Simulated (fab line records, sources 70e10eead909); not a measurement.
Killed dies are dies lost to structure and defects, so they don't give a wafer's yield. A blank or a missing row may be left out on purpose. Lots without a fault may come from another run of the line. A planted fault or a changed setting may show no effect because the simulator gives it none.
One fault seen from 2 desks | flow nand_harc | each desk has only its own numbers; what lay behind them comes last

THE TOOL OWNER'S DESK: pecvd-04
The tool's own readings at NHARC_A_DECK1_JOINT_DEP_16 (deposits SiO2, target thk 45 nm): means of the sampled wafers that have a number, for each lot that ran on this tool. A lot is out of limits, marked OUT, if its mean lies more than 4 standard deviations from the usual mean; the brackets give that distance.
Columns: A = chamber_pressure_Torr at NHARC_A_DECK1_JOINT_DEP_16, usual 6.504 Torr; B = heater_power_w at NHARC_A_DECK1_JOINT_DEP_16, usual 607 W; C = showerhead_vpp_V at NHARC_A_DECK1_JOINT_DEP_16, usual 1848 V; D = throttle_valve_pct at NHARC_A_DECK1_JOINT_DEP_16, usual 16.1 %
lot  | first seen here | A     | B   | C    | D
L626 | day 12 20:32    | 6.492 | 714 | 1904 | 16.0
L630 | day 14 12:25    | 6.514 | 610 | 1889 | 15.9
L638 | day 18 03:31    | 6.502 | 622 | 1834 | 16.1
L640 | day 18 13:14    | 6.486 | 763 | 1912 | 16.5
L643 | day 19 14:50    | 6.506 | 778 | 1902 | 16.3
L646 | day 22 00:43    | 6.530 | 720 | 1792 | 16.2
This desk's finding: nothing out of limits on any of the 6 lots.

THE METROLOGY DESK
What the gauges read, lot by lot, whatever tool the lot ran on: means of the sampled wafers that have a number. A lot is out of limits, marked OUT, if its mean lies more than 4 standard deviations from the usual mean; the brackets give that distance.
Columns: A = thk_nm at NHARC_A_DECK1_JOINT_THK_MEAS_17, usual 44.7 nm; B = thk_nm at NHARC_A_ONON_D2_THK_MEAS_05, usual 1003 nm
lot  | first seen here | A               | B
L625 | day 12 15:13    | 45.3            | 1006
L626 | day 12 20:46    | 43.6            | 1004
L627 | day 12 20:46    | 45.6            | 1006
L628 | day 13 19:47    | 44.9            | 1001
L630 | day 14 12:41    | 44.7            | 1006
L638 | day 18 03:41    | 72.3 (+23) OUT  | 1012
L640 | day 18 13:29    | 59.2 (+12) OUT  | 1004
L643 | day 19 15:07    | 55.7 (+9.2) OUT | 999
L647 | day 22 00:57    | 43.5            | 1011
L646 | day 22 00:59    | 45.0            | 1012
L648 | day 22 12:48    | 46.8            | 1009
This desk's finding: out of limits on L638, L640, L643; first on L638, day 18 03:41 (thk_nm at NHARC_A_DECK1_JOINT_THK_MEAS_17). In limits: L625, L626, L627, L628, L630, L647, L646, L648.

PUT TOGETHER
The metrology desk could have raised an alarm at day 18 03:41, on L638, L640, L643.
The tool owner's desk saw nothing out of limits.
The tool owner's desk has L638, L640, L643 on record, within its limits.
Of the lots named, all ran NHARC_A_DECK1_JOINT_DEP_16 on pecvd-04.

WHAT THE SIMULATOR HAD PUT IN
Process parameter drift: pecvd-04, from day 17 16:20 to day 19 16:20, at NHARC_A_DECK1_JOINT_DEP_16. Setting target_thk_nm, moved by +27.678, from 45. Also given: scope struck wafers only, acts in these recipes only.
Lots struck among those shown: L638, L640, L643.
Hours from the fault's start to each desk's first reading out of limits: the metrology desk, 11.
